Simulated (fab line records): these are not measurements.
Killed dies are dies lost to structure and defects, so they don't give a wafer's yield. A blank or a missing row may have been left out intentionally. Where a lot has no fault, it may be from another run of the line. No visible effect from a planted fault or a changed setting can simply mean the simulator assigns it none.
Which tool did it? + flow n5Finfet + 24 lots, 72 wafers sampled, at 6 steps of a route of 1938

== WHAT EACH GAUGE READ, for each wafer ==
N5_BEOL_M14_CD_MEAS_17 targets a cd of 250 nm. Usual: 252.2 nm for cdNm, sd 1.7.
| lot  | measured     | on       | cdNm (nm)         | flag |
|------|--------------|----------|-------------------|------|
| L074 | day 12 06:11 | cdSem-03 | 252.4 249.8 249.8 |      |
| L076 | day 12 06:37 | cdSem-01 | 253.3 251.8 252.3 |      |
| L075 | day 12 06:55 | cdSem-01 | 251.2 251.5 251.1 |      |
| L078 | day 13 03:08 | cdSem-03 | 251.8 252.3 252.6 |      |
| L077 | day 13 08:49 | cdSem-01 | 252.2 253.1 252.8 |      |
| L079 | day 14 00:31 | cdSem-03 | 249.5 248.8 251.2 |      |
| L080 | day 14 07:59 | cdSem-02 | 251.7 254.2 251.4 |      |
| L081 | day 14 08:49 | cdSem-02 | 254.1 253.7 253.5 |      |
| L082 | day 14 18:36 | cdSem-02 | 252.0 248.8 252.5 |      |
| L083 | day 15 17:34 | cdSem-03 | 253.5 253.8 252.8 |      |
| L084 | day 16 10:48 | cdSem-03 | 250.8 250.6 250.2 |      |
| L085 | day 16 11:29 | cdSem-02 | 250.4 253.3 250.5 |      |
| L088 | day 16 12:02 | cdSem-01 | 253.3 252.6 252.8 |      |
| L086 | day 16 20:24 | cdSem-03 | 252.2 252.7 251.0 |      |
| L087 | day 17 02:11 | cdSem-02 | 251.9 253.1 251.6 |      |
| L089 | day 17 04:22 | cdSem-01 | 250.0 255.0 253.4 |      |
| L092 | day 17 06:39 | cdSem-03 | 252.1 252.5 251.8 |      |
| L090 | day 17 08:49 | cdSem-01 | 252.4 255.4 257.0 |      |
| L091 | day 17 15:43 | cdSem-02 | 255.2 253.3 250.4 |      |
| L094 | day 17 18:32 | cdSem-02 | 251.8 249.4 251.5 |      |
| L093 | day 17 18:58 | cdSem-02 | 251.9 252.4 251.8 |      |
| L096 | day 18 12:11 | cdSem-01 | 248.9 251.0 250.8 |      |
| L095 | day 18 13:56 | cdSem-03 | 250.8 252.2 250.0 |      |
| L097 | day 19 12:28 | cdSem-03 | 254.7 254.1 254.8 |      |

N5_BEOL_M14_OCD_MEAS_35. Usual: 557 nm for trenchDepthNm, sd 12.
| lot  | measured     | on     | trenchDepthNm (nm) | flag |
|------|--------------|--------|--------------------|------|
| L074 | day 12 07:20 | ocd-01 | 556 551 540        |      |
| L076 | day 12 07:38 | ocd-02 | 557 539 541        |      |
| L075 | day 12 08:04 | ocd-01 | 551 541 547        |      |
| L078 | day 13 04:17 | ocd-01 | 579 547 550        |      |
| L077 | day 13 09:50 | ocd-01 | 550 552 581        |      |
| L079 | day 14 01:40 | ocd-01 | 552 544 585        |      |
| L080 | day 14 09:07 | ocd-01 | 539 564 559        |      |
| L081 | day 14 09:55 | ocd-01 | 543 561 559        |      |
| L082 | day 14 19:38 | ocd-01 | 546 557 555        |      |
| L083 | day 15 18:46 | ocd-01 | 541 537 579        |      |
| L084 | day 16 11:50 | ocd-02 | 548 566 549        |      |
| L085 | day 16 12:32 | ocd-01 | 577 541 563        |      |
| L088 | day 16 13:04 | ocd-02 | 563 561 560        |      |
| L086 | day 16 21:33 | ocd-01 | 557 552 560        |      |
| L087 | day 17 03:21 | ocd-02 | 550 566 546        |      |
| L089 | day 17 05:37 | ocd-02 | 553 554 564        |      |
| L092 | day 17 07:48 | ocd-02 | 566 568 559        |      |
| L090 | day 17 09:58 | ocd-02 | 552 561 567        |      |
| L091 | day 17 16:52 | ocd-01 | 565 549 552        |      |
| L094 | day 17 19:41 | ocd-01 | 559 546 565        |      |
| L093 | day 17 20:07 | ocd-01 | 554 554 555        |      |
| L096 | day 18 13:31 | ocd-01 | 545 573 563        |      |
| L095 | day 18 14:57 | ocd-02 | 553 566 575        |      |
| L097 | day 19 13:37 | ocd-02 | 543 561 550        |      |

N5_BEOL_M15_RS_MEAS_54: uses a four-point probe to measure. Usual: M15_RS typically reads 0.0217 ohm/sq, with standard deviation 0.0005.
| lot  | measured     | on           | M15_RS (ohm/sq)      | flag |
|------|--------------|--------------|----------------------|------|
| L074 | day 12 17:22 | filmMetro-02 | 0.0214 0.0213 0.0213 |      |
| L076 | day 12 19:31 | filmMetro-02 | 0.0219 0.0218 0.0224 |      |
| L075 | day 12 17:38 | filmMetro-01 | 0.0224 0.0222 0.0223 |      |
| L078 | day 13 14:08 | filmMetro-02 | 0.0222 0.0222 0.0222 |      |
| L077 | day 13 18:55 | filmMetro-01 | 0.0214 0.0216 0.0212 |      |
| L079 | day 14 11:44 | filmMetro-02 | 0.0225 0.0223 0.0212 |      |
| L080 | day 14 18:34 | filmMetro-02 | 0.0210 0.0215 0.0208 |      |
| L081 | day 14 19:06 | filmMetro-02 | 0.0213 0.0225 0.0222 |      |
| L082 | day 15 08:32 | filmMetro-02 | 0.0214 0.0212 0.0215 |      |
| L083 | day 16 04:04 | filmMetro-02 | 0.0217 0.0221 0.0219 |      |
| L084 | day 16 23:43 | filmMetro-01 | 0.0218 0.0217 0.0220 |      |
| L085 | day 17 00:01 | filmMetro-01 | 0.0221 0.0218 0.0213 |      |
| L088 | day 17 02:15 | filmMetro-02 | 0.0211 0.0216 0.0211 |      |
| L086 | day 17 06:05 | filmMetro-02 | 0.0223 0.0230 0.0214 |      |
| L087 | day 17 13:07 | filmMetro-01 | 0.0220 0.0210 0.0221 |      |
| L089 | day 17 15:29 | filmMetro-02 | 0.0228 0.0213 0.0220 |      |
| L092 | day 17 21:53 | filmMetro-02 | 0.0229 0.0227 0.0212 |      |
| L090 | day 17 22:40 | filmMetro-01 | 0.0213 0.0218 0.0213 |      |
| L091 | day 18 06:18 | filmMetro-02 | 0.0212 0.0215 0.0211 |      |
| L094 | day 18 03:26 | filmMetro-01 | 0.0211 0.0216 0.0219 |      |
| L093 | day 18 07:29 | filmMetro-01 | 0.0212 0.0220 0.0212 |      |
| L096 | day 19 05:14 | filmMetro-02 | 0.0213 0.0217 0.0222 |      |
| L095 | day 19 04:49 | filmMetro-01 | 0.0217 0.0216 0.0214 |      |
| L097 | day 20 03:59 | filmMetro-02 | 0.0213 0.0213 0.0217 |      |

== TOOL THAT RAN EACH LOT (tool first, then ch and the chambers of the sampled wafers, then the start) ==
| lot  | N5_BEOL_M14_ETCH_59               | N5_BEOL_M14_ANNEAL_48           | N5_BEOL_M14_CMP_49            |
|------|-----------------------------------|---------------------------------|-------------------------------|
| L074 | rieDiel-06 ch 0,2,3, day 12 05:46 | rtpAnneal-02 ch 0, day 12 09:49 | cmp-04 ch 1,2, day 12 10:04   |
| L076 | rieDiel-06 ch 1,2,3, day 12 06:12 | rtpAnneal-01 ch 0, day 12 09:53 | cmp-01 ch 0,1,3, day 12 10:10 |
| L075 | rieDiel-01 ch 0,1,2, day 12 06:31 | rtpAnneal-02 ch 0, day 12 10:18 | cmp-02 ch 0,2, day 12 10:33   |
| L078 | rieDiel-01 ch 1,2,3, day 13 02:43 | rtpAnneal-01 ch 0, day 13 07:26 | cmp-01 ch 1,3, day 13 07:44   |
| L077 | rieDiel-06 ch 1,2, day 13 08:25   | rtpAnneal-02 ch 0, day 13 12:57 | cmp-01 ch 2,3, day 13 13:16   |
| L079 | rieDiel-01 ch 0,2,3, day 14 00:07 | rtpAnneal-02 ch 0, day 14 04:43 | cmp-04 ch 0,1,2, day 14 05:01 |
| L080 | rieDiel-04 ch 0,1,2, day 14 07:35 | rtpAnneal-02 ch 0, day 14 11:03 | cmp-04 ch 0,1,2, day 14 11:22 |
| L081 | rieDiel-06 ch 1,2,3, day 14 08:19 | rtpAnneal-01 ch 0, day 14 11:26 | cmp-02 ch 0,2,3, day 14 11:41 |
| L082 | rieDiel-01 ch 0,2,3, day 14 18:12 | rtpAnneal-02 ch 0, day 15 00:53 | cmp-01 ch 0,2,3, day 15 01:12 |
| L083 | rieDiel-01 ch 1,2,3, day 15 17:10 | rtpAnneal-01 ch 0, day 15 22:29 | cmp-04 ch 0,1,3, day 15 22:47 |
| L084 | rieDiel-06 ch 2,3, day 16 10:22   | rtpAnneal-02 ch 0, day 16 15:44 | cmp-01 ch 0,1,2, day 16 16:04 |
| L085 | rieDiel-04 ch 0,2, day 16 11:05   | rtpAnneal-01 ch 0, day 16 15:48 | cmp-02 ch 0,3, day 16 16:01   |
| L088 | rieDiel-04 ch 0,2, day 16 11:38   | rtpAnneal-01 ch 0, day 16 16:28 | cmp-02 ch 0,1,2, day 16 16:46 |
| L086 | rieDiel-01 ch 2,3, day 16 20:00   | rtpAnneal-01 ch 0, day 16 23:35 | cmp-04 ch 2,3, day 16 23:52   |
| L087 | rieDiel-06 ch 1,3, day 17 01:47   | rtpAnneal-02 ch 0, day 17 05:22 | cmp-04 ch 0,3, day 17 05:40   |
| L089 | rieDiel-01 ch 1,3, day 17 03:56   | rtpAnneal-02 ch 0, day 17 06:50 | cmp-02 ch 0,1, day 17 07:05   |
| L092 | rieDiel-01 ch 0,2,3, day 17 06:15 | rtpAnneal-02 ch 0, day 17 11:20 | cmp-01 ch 1,3, day 17 11:35   |
| L090 | rieDiel-04 ch 0,2,3, day 17 08:24 | rtpAnneal-01 ch 0, day 17 11:49 | cmp-02 ch 2,3, day 17 12:01   |
| L091 | rieDiel-01 ch 1,2, day 17 15:19   | rtpAnneal-02 ch 0, day 17 21:36 | cmp-01 ch 0,1,2, day 17 21:57 |
| L094 | rieDiel-04 ch 0,1,2, day 17 18:08 | rtpAnneal-01 ch 0, day 17 21:25 | cmp-02 ch 0,3, day 17 21:43   |
| L093 | rieDiel-01 ch 0,3, day 17 18:32   | rtpAnneal-01 ch 0, day 18 01:50 | cmp-02 ch 0,2, day 18 02:10   |
| L096 | rieDiel-01 ch 0,1,3, day 18 11:38 | rtpAnneal-02 ch 0, day 18 20:10 | cmp-02 ch 0,1,2, day 18 20:29 |
| L095 | rieDiel-01 ch 0,3, day 18 13:31   | rtpAnneal-02 ch 0, day 18 20:28 | cmp-04 ch 0,3, day 18 20:44   |
| L097 | rieDiel-06 ch 1,2,3, day 19 12:02 | rtpAnneal-02 ch 0, day 19 17:56 | cmp-04 ch 1,2,3, day 19 18:15 |
- N5_BEOL_M14_ETCH_59: etches BARC in N2/H2, target depth 89 nm, overetch 26.7 nm, time 67.9 s.
- N5_BEOL_M14_ANNEAL_48: time 90 s.
- N5_BEOL_M14_CMP_49: polishes, stops on SiO2, t overpolish 5.2 s, target thk 560 nm.

== AS READ BY THE TOOLS THEMSELVES (means over the sampled wafers that have a number; for cases with no such wafer, the mark the record gives instead) ==
N5_BEOL_M14_ETCH_59. Usual: drypumpMotorCurrentA 5.6 A, standard deviation 0.36; oesProductAu 0.70 a.u., standard deviation 0.059; rfVppV 525.5 V, standard deviation 1.8; showerheadPlenumPTorr 2.59 Torr, standard deviation 0.067; throttleValvePct 17.61 %, standard deviation 0.22.
| lot  | tool       | drypumpMotorCurrentA (A) | oesProductAu (a.u.) | rfVppV (V) | showerheadPlenumPTorr (Torr) | throttleValvePct (%) | flag |
|------|------------|--------------------------|---------------------|------------|------------------------------|----------------------|------|
| L074 | rieDiel-06 | 5.2                      | 0.70                | 523.5      | 2.52                         | 17.46                |      |
| L076 | rieDiel-06 | 5.4                      | 0.68                | 524.3      | 2.52                         | 17.74                |      |
| L075 | rieDiel-01 | 5.7                      | 0.66                | 527.2      | 2.66                         | 17.68                |      |
| L078 | rieDiel-01 | 5.5                      | 0.66                | 526.2      | 2.62                         | 17.76                |      |
| L077 | rieDiel-06 | 5.6                      | 0.73                | 524.5      | 2.58                         | 17.66                |      |
| L079 | rieDiel-01 | 5.7                      | 0.69                | 526.2      | 2.64                         | 17.54                |      |
| L080 | rieDiel-04 | 6.1                      | 0.64                | 523.5      | 2.56                         | 17.92                |      |
| L081 | rieDiel-06 | 5.4                      | 0.75                | 526.9      | 2.62                         | 17.62                |      |
| L082 | rieDiel-01 | 5.7                      | 0.68                | 527.6      | 2.64                         | 17.57                |      |
| L083 | rieDiel-01 | 5.5                      | 0.73                | 525.2      | 2.61                         | 17.64                |      |
| L084 | rieDiel-06 | 5.4                      | 0.73                | 526.0      | 2.63                         | 17.54                |      |
| L085 | rieDiel-04 | 6.0                      | 0.74                | 524.1      | 2.54                         | 17.55                |      |
| L088 | rieDiel-04 | 6.0                      | 0.76                | 522.7      | 2.51                         | 17.58                |      |
| L086 | rieDiel-01 | 5.7                      | 0.66                | 526.0      | 2.62                         | 17.69                |      |
| L087 | rieDiel-06 | 5.1                      | 0.72                | 527.0      | 2.64                         | 17.62                |      |
| L089 | rieDiel-01 | 5.3                      | 0.76                | 524.7      | 2.58                         | 17.63                |      |
| L092 | rieDiel-01 | 5.7                      | 0.67                | 526.5      | 2.63                         | 17.59                |      |
| L090 | rieDiel-04 | 5.8                      | 0.72                | 523.9      | 2.53                         | 17.52                |      |
| L091 | rieDiel-01 | 5.5                      | 0.73                | 525.5      | 2.61                         | 17.66                |      |
| L094 | rieDiel-04 | 6.1                      | 0.76                | 524.4      | 2.55                         | 17.69                |      |
| L093 | rieDiel-01 | 5.4                      | 0.67                | 526.1      | 2.59                         | 17.60                |      |
| L096 | rieDiel-01 | 5.5                      | 0.71                | 526.8      | 2.60                         | 17.59                |      |
| L095 | rieDiel-01 | 5.7                      | 0.67                | 526.1      | 2.62                         | 17.53                |      |
| L097 | rieDiel-06 | 5.4                      | 0.68                | 525.5      | 2.60                         | 17.71                |      |

N5_BEOL_M14_ANNEAL_48. Usual: 226.3 for wafer_temp_C_max, sd 0.4.
| lot  | tool         | wafer_temp_C_max | flag |
|------|--------------|------------------|------|
| L074 | rtpAnneal-02 | 226.9            |      |
| L076 | rtpAnneal-01 | 225.8            |      |
| L075 | rtpAnneal-02 | 226.8            |      |
| L078 | rtpAnneal-01 | 225.8            |      |
| L077 | rtpAnneal-02 | 226.5            |      |
| L079 | rtpAnneal-02 | 226.4            |      |
| L080 | rtpAnneal-02 | 226.3            |      |
| L081 | rtpAnneal-01 | 225.8            |      |
| L082 | rtpAnneal-02 | 226.3            |      |
| L083 | rtpAnneal-01 | 226.2            |      |
| L084 | rtpAnneal-02 | 226.6            |      |
| L085 | rtpAnneal-01 | 226.0            |      |
| L088 | rtpAnneal-01 | 225.7            |      |
| L086 | rtpAnneal-01 | 226.0            |      |
| L087 | rtpAnneal-02 | 226.3            |      |
| L089 | rtpAnneal-02 | 226.5            |      |
| L092 | rtpAnneal-02 | 226.4            |      |
| L090 | rtpAnneal-01 | 226.1            |      |
| L091 | rtpAnneal-02 | 226.5            |      |
| L094 | rtpAnneal-01 | 225.8            |      |
| L093 | rtpAnneal-01 | 226.1            |      |
| L096 | rtpAnneal-02 | 226.6            |      |
| L095 | rtpAnneal-02 | 226.4            |      |
| L097 | rtpAnneal-02 | 226.9            |      |

N5_BEOL_M14_CMP_49. Usual: barrierFieldEndpointS 11.5 s, standard deviation 0.31; motorCurrentA 7.9 A, standard deviation 0.56; overpolishRunS 5.199 s, standard deviation 0.0092; platenRpm 80.00 rpm, standard deviation 0.06; timeToEndpointS 122 s, standard deviation 4.4.
| lot  | tool   | barrierFieldEndpointS (s) | motorCurrentA (A) | overpolishRunS (s) | platenRpm (rpm) | timeToEndpointS (s) | flag |
|------|--------|---------------------------|-------------------|--------------------|-----------------|---------------------|------|
| L074 | cmp-04 | 11.8                      | 7.4               | 5.205              | 80.04           | 128                 |      |
| L076 | cmp-01 | 11.4                      | 8.1               | 5.203              | 79.97           | 121                 |      |
| L075 | cmp-02 | 11.5                      | 8.2               | 5.205              | 80.00           | 124                 |      |
| L078 | cmp-01 | 11.6                      | 8.2               | 5.194              | 80.04           | 123                 |      |
| L077 | cmp-01 | 11.1                      | 8.0               | 5.201              | 80.00           | 119                 |      |
| L079 | cmp-04 | 11.6                      | 7.4               | 5.197              | 79.98           | 127                 |      |
| L080 | cmp-04 | 11.5                      | 7.5               | 5.208              | 79.98           | 124                 |      |
| L081 | cmp-02 | 11.5                      | 8.4               | 5.209              | 79.97           | 120                 |      |
| L082 | cmp-01 | 11.3                      | 8.0               | 5.201              | 80.00           | 118                 |      |
| L083 | cmp-04 | 11.6                      | 7.4               | 5.199              | 80.05           | 124                 |      |
| L084 | cmp-01 | 11.5                      | 7.9               | 5.196              | 79.95           | 118                 |      |
| L085 | cmp-02 | 11.3                      | 8.7               | 5.187              | 80.06           | 122                 |      |
| L088 | cmp-02 | 11.7                      | 8.0               | 5.192              | 80.00           | 125                 |      |
| L086 | cmp-04 | 11.7                      | 7.6               | 5.193              | 80.04           | 124                 |      |
| L087 | cmp-04 | 11.8                      | 7.5               | 5.194              | 79.94           | 126                 |      |
| L089 | cmp-02 | 11.5                      | 8.2               | 5.190              | 79.99           | 121                 |      |
| L092 | cmp-01 | 11.6                      | 8.6               | 5.193              | 80.01           | 121                 |      |
| L090 | cmp-02 | 10.9                      | 8.4               | 5.211              | 79.97           | 116                 |      |
| L091 | cmp-01 | 11.1                      | 7.7               | 5.204              | 80.00           | 117                 |      |
| L094 | cmp-02 | 10.9                      | 8.5               | 5.200              | 80.01           | 116                 |      |
| L093 | cmp-02 | 11.7                      | 8.4               | 5.195              | 79.95           | 126                 |      |
| L096 | cmp-02 | 11.4                      | 7.9               | 5.191              | 80.00           | 122                 |      |
| L095 | cmp-04 | 11.9                      | 7.2               | 5.202              | 79.99           | 126                 |      |
| L097 | cmp-04 | 11.5                      | 7.5               | 5.198              | 79.98           | 124                 |      |

== THE ANSWER, worked out from the rows above alone ==
Rule: a lot is off if the mean of its wafers that have a number lies more than 3 standard deviations from the usual mean. Also off: a lot with no number at a reading for which 4 or more lots have one. All remaining lots with rows at the step are treated as sound. The gauges are gone through in route order, then the tools' own readings, and for those a lot's mean is taken as printed above. The first step at which some lot is off is used, and at that step the reading that is off furthest; a lot without a number counts as furthest.
Nothing can be told from this: no lot is off at any reading shown.

== WHAT THE SIMULATOR PUT IN ==
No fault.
